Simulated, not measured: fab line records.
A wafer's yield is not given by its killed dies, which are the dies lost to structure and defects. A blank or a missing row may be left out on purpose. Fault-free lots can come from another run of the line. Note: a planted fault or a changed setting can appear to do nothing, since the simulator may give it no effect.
A lot that was struck, set against a sound lot :: flow nand_harc :: 30 steps out of a route of 1302
Sound: the wafers L240.1, L240.2, L240.4. Wafers struck: L243.1, L243.2, L243.4. The cause is given at the end.
For every step that has rows: the tool of each side, followed by ch and its chambers, followed by its first start. Under that, the readings that differ: sound wafers :: struck wafers :: difference of the means :: sigmas: that difference in standard deviations of wafers without a fault.
alike: words and numbers the same on both sides, and readings whose means are apart by under 2 such deviations; not compared: readings that were withheld, readings missing a value for some wafer, numbers with overlapping values and no deviation given by the record, and bounds like >300 which may hide the same value.
Wherever a step has rows on one side only, a row that says differs or no value, or a row with sigmas, the two part there. When numbers do not overlap yet have no deviation, they are printed without sigmas and do not part them. Lack of a reading on every wafer of one side parts them only where that side has two or more wafers.

NHARC_A_CHANNEL_HOLE_D2_CD_MEAS_10: the cd target is 100 nm.
  sound on cd_sem-01 ch 0, day 17 14:37; struck on cd_sem-01 ch 0, day 18 07:29
  alike: cd_nm
NHARC_A_CHANNEL_HOLE_D2_OVL_MEAS_11:
  sound on overlay-02, day 17 14:43; struck on overlay-01, day 18 07:35
  alike: overlay_x_nm, overlay_y_nm
NHARC_A_CHANNEL_HOLE_D2_INSPECT_12:
  sound on defect_inspect-01, day 17 14:44; struck on defect_inspect-02, day 18 07:37
  alike: raw_defect_count
then, 4 steps without rows for these wafers: NHARC_A_CHANNEL_HOLE_D2_DESCUM_15 (chemistry O2, time 3 s); NHARC_A_CHANNEL_HOLE_D2_ETCH_38 (etches the open film in CF4, target depth 39 nm, time 65 s); NHARC_A_CHANNEL_HOLE_D2_ETCH_39 (etches the open film in N2/H2, target depth 260 nm, time 325 s); NHARC_A_CHANNEL_HOLE_D2_ETCH_34 (etches the open film in CF4/CHF3, target depth 154 nm, time 77 s).
NHARC_A_CHANNEL_HOLE_D2_ETCH_16: etches the open film in O2/COS, target depth 3100 nm, time 806 s.
  sound: rie_diel-12 ch 0,1,2; struck: rie_diel-05 ch 0,1,3
reading: rf_hours_counter_h (h)
sound: 8.1 6.9 7.6
struck: 0.4 0.3 0.3
difference: -7.2
sigmas: 
  alike: drypump_motor_current_A, oes_product_au, rf_vpp_V, showerhead_plenum_p_Torr, throttle_valve_pct
NHARC_A_CHANNEL_HOLE_D2_CD_MEAS_18:
  sound on cd_sem-01, day 17 15:55; struck on cd_sem-02, day 18 08:47
  alike: cd_nm
NHARC_A_CHANNEL_HOLE_D2_ETCH_19: etches the open film in C4F8/O2/Ar, time 34.5 s.
  sound on har_etch-02 ch 0,1, day 17 18:10; struck on har_etch-02 ch 0,1, day 18 08:52
  alike: c4f8_flow_sccm, drypump_motor_current_A, showerhead_plenum_p_Torr, throttle_valve_pct
  not compared: rf_hours_counter_h
then, 2 steps without rows for these wafers: NHARC_A_CHANNEL_HOLE_D2_ETCH_20 (etches the open film in C4F8/O2/Ar, time 361.9 s, target depth 1600 nm); NHARC_A_CHANNEL_HOLE_D2_ETCH_21 (etches the open film in C4F8/O2/Ar, time 514.3 s, target depth 1600 nm).
NHARC_A_CHANNEL_HOLE_D2_ETCH_22: etches the open film in C4F8/O2/Ar, time 666.7 s, target depth 1600 nm.
  sound on har_etch-02 ch 0,1, day 17 19:02; struck on har_etch-02 ch 0,1, day 18 09:43
  alike: c4f8_flow_sccm, drypump_motor_current_A, showerhead_plenum_p_Torr, throttle_valve_pct
  not compared: rf_hours_counter_h
NHARC_A_CHANNEL_HOLE_D2_ETCH_23: etches the open film in C4F8/O2/Ar, time 819 s, target depth 1600 nm.
  sound on har_etch-02 ch 0,1, day 17 19:36; struck on har_etch-02 ch 0,1, day 18 10:18
  alike: c4f8_flow_sccm, drypump_motor_current_A, showerhead_plenum_p_Torr, throttle_valve_pct
  not compared: rf_hours_counter_h
NHARC_A_CHANNEL_HOLE_D2_ETCH_24: etches the open film in C4F8/O2/Ar, time 906.2 s, target depth 1500 nm.
  sound on har_etch-02 ch 0,1, day 17 20:17; struck on har_etch-02 ch 0,1, day 18 10:59
  alike: c4f8_flow_sccm, drypump_motor_current_A, showerhead_plenum_p_Torr, throttle_valve_pct
  not compared: rf_hours_counter_h
NHARC_A_CHANNEL_HOLE_D2_ETCH_25: etches the open film in C4F8/O2/Ar, time 1040.2 s, target depth 1500 nm.
  sound on har_etch-02 ch 0,1, day 17 21:03; struck on har_etch-02 ch 0,1, day 18 11:45
reading: c4f8_flow_sccm (sccm)
sound: 94.15 93.80 94.30
struck: 93.70 93.47 93.38
difference: -0.57
sigmas: -2
  alike: drypump_motor_current_A, showerhead_plenum_p_Torr, throttle_valve_pct
  not compared: rf_hours_counter_h
then, 9 steps without rows for these wafers: NHARC_A_CHANNEL_HOLE_D2_ETCH_26 (etches the open film in C4F8/O2/Ar, time 224.1 s, target depth 300 nm); NHARC_A_CHANNEL_HOLE_D2_ETCH_27 (etches the open film in C4F8/O2/Ar, time 90 s, target depth 400 nm); NHARC_A_CHANNEL_HOLE_D2_STRIP_41 (strips in N2/H2); NHARC_A_CHANNEL_HOLE_D2_STRIP_42 (strips in CF4/CHF3); NHARC_A_CHANNEL_HOLE_D2_STRIP_43 (strips in O2/COS); NHARC_A_CHANNEL_HOLE_D2_ETCH_44 (etches the open film in CF4/O2, target depth 140 nm, overetch 14 nm, time 77 s); NHARC_A_CHANNEL_HOLE_D2_STRIP_28 (strips in O2); NHARC_A_CHANNEL_HOLE_D2_PRECLEAN_29 (cleans in SC1); NHARC_A_CHANNEL_HOLE_D2_SRD_30.
NHARC_A_CHANNEL_HOLE_D2_CD_MEAS_31:
  sound on cd_sem-02, day 17 23:49; struck on cd_sem-02, day 18 14:23
  alike: cd_nm
next, for these wafers, 1 step has no rows: NHARC_A_CHANNEL_HOLE_D2_XSEM_32.
NHARC_A_CHANNEL_HOLE_D2_INSPECT_40:
  sound on defect_inspect-02, day 18 00:01; struck on defect_inspect-02, day 18 14:34
reading: raw_defect_count
sound: 242 243 246
struck: 565 701 633
difference: +389
sigmas: +5
then, 1 step without rows for these wafers: NHARC_A_CHANNEL_FILL_D2_PRECLEAN_00 (cleans in SC1).
-- jump in the record: it breaks off in module A_CHANNEL_FILL_D2 and resumes in module END (first step shown: number 1302 of the route), and 11 days separate the struck wafers' starts before and after --
NHARC_END_SORT_01:
  at this point the record logs the struck wafers (prober-01 ch 0, day 29 10:26) and has no rows for the sound ones

## WHERE THEY PART
At NHARC_A_CHANNEL_HOLE_D2_ETCH_25 first; at NHARC_END_SORT_01 last (within this record only).

WHY: whatever the simulator had introduced
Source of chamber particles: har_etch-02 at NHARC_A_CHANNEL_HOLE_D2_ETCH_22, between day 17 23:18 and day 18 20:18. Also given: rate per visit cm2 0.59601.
